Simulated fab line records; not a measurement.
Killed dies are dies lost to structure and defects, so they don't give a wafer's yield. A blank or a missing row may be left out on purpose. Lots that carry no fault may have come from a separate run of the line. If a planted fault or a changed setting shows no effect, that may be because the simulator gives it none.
Chamber matching -- flow n5 finfet -- N5_FIN_SAQP_ETCH_57 on rie diel-04: 4 sister chambers
The step etches SiNx in CH3F/O2, target depth 32.5 nm, time 46.4 s. 4 wafers are shown with their chamber, then 12 later ones without.

## WAFERS PAIRED WITH THEIR CHAMBERS
wafer,chamber,showerhead plenum p Torr (Torr)
L082.5,1,2.05
L086.2,2,1.91
L086.3,0,1.99
L086.4,3,2.14

## WAFERS WITH NO CHAMBER GIVEN
wafer,showerhead plenum p Torr (Torr)
L089.2,1.90
L089.4,2.04
L089.5,1.90
L090.2,1.90
L090.3,2.14
L090.4,1.99
L091.3,1.90
L091.4,2.14
L091.6,2.04
L097.1,2.04
L097.5,1.90
L097.6,2.04

## WHICH CHAMBER EACH WENT THROUGH
wafer,from the rows above,in truth
L089.2,2,2
L089.4,1,1
L089.5,2,2
L090.2,2,2
L090.3,3,3
L090.4,0,0
L091.3,2,2
L091.4,3,3
L091.6,1,1
L097.1,1,1
L097.5,2,2
L097.6,1,1
Placed correctly: 12 of 12. Not placeable from these rows: 0. Placed wrongly: 0.
How it was worked out, from the rows above alone: a wafer's distance from a chamber is the root of the sum, over the readings, of the square of ((its reading less the chamber's mean) divided by the reading's scatter). If the next closest chamber is less than 2 further off than the closest, the wafer can't be placed; otherwise it belongs to the closest. A chamber's mean is the mean of its shown wafers. The scatter (one wafer shown for each chamber): square how far every hidden wafer sits from the nearest shown wafer, average those squares and take the square root.
